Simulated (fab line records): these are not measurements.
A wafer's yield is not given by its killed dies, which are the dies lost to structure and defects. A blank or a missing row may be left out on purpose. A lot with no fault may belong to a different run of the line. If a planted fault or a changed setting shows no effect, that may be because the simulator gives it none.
Chamber matching ; flow nand_harc ; rie_diel-10 running NHARC_A_STAIRCASE_ETCH_313: 4 sister chambers
The step etches the open film in CF4/CHF3. 8 wafers are shown with their chamber, then 11 later ones without.

## WAFERS, EACH WITH ITS CHAMBER
wafer;chamber;drypump_motor_current_A (A);showerhead_plenum_p_Torr (Torr)
L078.1;0;5.59;1.56
L083.6;3;6.02;1.51
L089.1;0;5.59;1.55
L089.4;3;6.02;1.50
L089.3;2;5.26;1.69
L089.5;1;5.51;1.57
L089.6;2;5.29;1.69
L087.1;1;5.54;1.57

## WAFERS WITHOUT THEIR CHAMBER
wafer;drypump_motor_current_A (A);showerhead_plenum_p_Torr (Torr)
L087.3;6.05;1.50
L087.5;5.27;1.69
L091.1;5.50;1.57
L091.3;5.27;1.69
L091.6;5.54;1.57
L090.1;5.32;1.69
L090.3;6.03;1.50
L090.5;5.59;1.55
L093.1;5.57;1.55
L093.4;6.03;1.50
L093.6;5.33;1.69

## EACH ONE'S CHAMBER
wafer;from the rows above;in truth
L087.3;3;3
L087.5;2;2
L091.1;1;1
L091.3;2;2
L091.6;1;1
L090.1;2;2
L090.3;3;3
L090.5;0;0
L093.1;0;0
L093.4;3;3
L093.6;2;2
Correct placement for 11 of the 11. From these rows, 0 cannot be placed. Wrongly placed: 0.
How it was worked out, from the rows above alone: a wafer's distance from a chamber is the root of the sum, over the readings, of the square of ((its reading less the chamber's mean) divided by the reading's scatter). If the next closest chamber is less than 2 further off than the closest, the wafer can't be placed; otherwise it belongs to the closest. For every chamber, the mean is computed from those of its wafers that are shown. The scatter: take each reading less its chamber's mean, square it, sum over the shown wafers, divide by the number of wafers less the number of chambers, and take the root.
